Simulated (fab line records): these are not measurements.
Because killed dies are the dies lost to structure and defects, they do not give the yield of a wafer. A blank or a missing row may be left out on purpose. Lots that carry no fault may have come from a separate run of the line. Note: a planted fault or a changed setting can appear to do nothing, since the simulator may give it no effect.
Struck lot and sound lot, side by side    flow n5_finfet    16 steps out of a route of 1938
Sound: the wafers L516.3, L516.4, L516.5. Wafers L523.1, L523.3, L523.4 were the ones struck. The cause is named last.
Each step with rows lists, per side, the tool, then ch with its chambers, then its first start. Under that, the readings that differ: sound wafers    struck wafers    difference of the means    sigmas: that difference in standard deviations of wafers without a fault.
alike: readings with means less than 2 such deviations apart, plus words and numbers identical on both sides. not compared: withheld readings, readings lacking a value on some wafer, bounds such as >300 that could conceal the same value, and numbers that have no deviation in the record and whose values overlap.
A row with sigmas, a row that says differs or no value, or rows on one side alone: a step with any of these is where the two part. Numbers that don't overlap but have no deviation are shown without sigmas and don't part them. A reading that every wafer of one side lacks parts them only if that side has two wafers or more.

first, 1 step without rows for these wafers: N5_SD_EPI_P_STRIP_38 (strips in N2/H2).
N5_SD_EPI_P_ETCHBACK_46: etches SiNx in CH3F/O2, stops on SiO2, target depth 17.5 nm.
  sound on rie_diel-03 ch 0,1,3, day 5 23:44; struck on rie_diel-03 ch 1,2,3, day 7 17:26
  alike: drypump_motor_current_A, oes_product_au, rf_vpp_V, showerhead_plenum_p_Torr, throttle_valve_pct
  not compared: rf_hours_counter_h
N5_SD_EPI_P_ETCH_47: etches SiOCN in CH3F/O2, target depth 25 nm.
  sound on rie_diel-03 ch 0,1,3, day 5 23:50; struck on rie_diel-03 ch 1,2,3, day 7 17:32
  alike: drypump_motor_current_A, oes_product_au, rf_vpp_V, showerhead_plenum_p_Torr, throttle_valve_pct
  not compared: rf_hours_counter_h
N5_SD_EPI_P_ETCH_16: etches SiO2 in CHF3/O2, target depth 5 nm.
  sound on rie_diel-03 ch 0,1,3, day 5 23:56; struck on rie_diel-03 ch 1,2,3, day 7 17:38
  alike: drypump_motor_current_A, oes_product_au, rf_vpp_V, showerhead_plenum_p_Torr, throttle_valve_pct
  not compared: rf_hours_counter_h
then, 1 step without rows for these wafers: N5_SD_EPI_P_STRIP_50 (strips in CHF3/O2).
N5_SD_EPI_P_SD_RECESS_17: chemistry HBr/Cl2/O2, target depth 39.1 nm, bt time 3 s.
  sound on rie_si-01 ch 0,1, day 6 00:01; struck on rie_si-04 ch 0,1,2, day 7 17:43
  alike: drypump_motor_current_A, mfc_cl2_sccm, oes_product_au, throttle_valve_pct
  not compared: rf_hours_counter_h
then, 1 step without rows for these wafers: N5_SD_EPI_P_WET_ETCH_45 (etches SiO2 in dHF, time 10.7 s, target depth 2 nm, rinse time 30 s).
N5_SD_EPI_P_STRIP_40: strips in N2/H2.
  sound on plasma_asher-01 ch 0,1, day 6 00:11; struck on plasma_asher-01 ch 0,1, day 7 17:52
  alike: drypump_motor_current_A, heater_power_w, oes_product_au
  not compared: rf_hours_counter_h
then, 4 steps without rows for these wafers: N5_SD_EPI_P_PRECLEAN_52 (cleans in O3/DIW, time 60 s); N5_SD_EPI_P_SRD_20 (time 30 s); N5_SD_EPI_P_PRECLEAN_51 (cleans in NF3:NH3, afs cycles 1, time 20 s, sublimation time 60 s); N5_SD_EPI_P_VAPOR_ETCH_44 (etches SiGe30 in NF3/Ar, time 3.3 s).
N5_SD_EPI_P_EPI_21: deposits SiGe:B, time 355 s.
  sound on epi_rpcvd-04 ch 0, day 6 01:23; struck on epi_rpcvd-02, day 7 18:22
  no value came back on the struck wafers for chamber_pressure_Torr (Torr), epi_growth_time_s (s); on the sound wafers chamber_pressure_Torr (Torr) reads 20.01 19.95 20.02
then, 1 step without rows for these wafers: N5_SD_EPI_P_HM_STRIP_48 (strips SiNx in H3PO4, material SiNx, target depth 3 nm).
N5_BEOL_M4_RC_MEAS_101:
  the record has rows for the sound wafers here (prober-02 ch 0, day 10 21:20) and none for the struck ones
-- a jump in the record: the struck wafers' starts before and after are 10 days apart (it breaks off in module BEOL_M4 and resumes in module PASSIVATION, where the first step shown is number 1936 of the route) --
N5_PASSIVATION_PROBE_49:
  sound on prober-02, day 15 15:23; struck on prober-01, day 17 08:09
reading                   sound           struck          difference  sigmas
defect_limited_yield (%)  91.9 91.8 92.3  0 0 0           -92         -66
killed_at_front_end       41 44 38        1107 1127 1111  +1074       +90
killed_dies               95 97 91        1180 1180 1180  +1086       +64
killed_on_rim             8 16 13         152 152 152     +140        +36
sort_bin_5_function (%)   4.1 5.8 4.7     96.1 97.2 96.2  +91.6       +94
sort_n_pass               1085 1083 1089  0 0 0           -1086       -64
sort_yield_pct (%)        91.9 91.8 92.3  0 0 0           -92         -66
  alike: killed_at_M0_to_M3, killed_at_M4_up, killed_at_contacts, killed_at_other, killed_open, killed_short, sort_bin_6_memory

== WHERE THEY PART ==
First at N5_SD_EPI_P_EPI_21; last, within this record, at N5_PASSIVATION_PROBE_49.

WHY: the cause the simulator had injected
Whole step skipped at N5_SD_EPI_P_EPI_21 on epi_rpcvd-02, starting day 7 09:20. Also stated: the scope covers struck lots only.
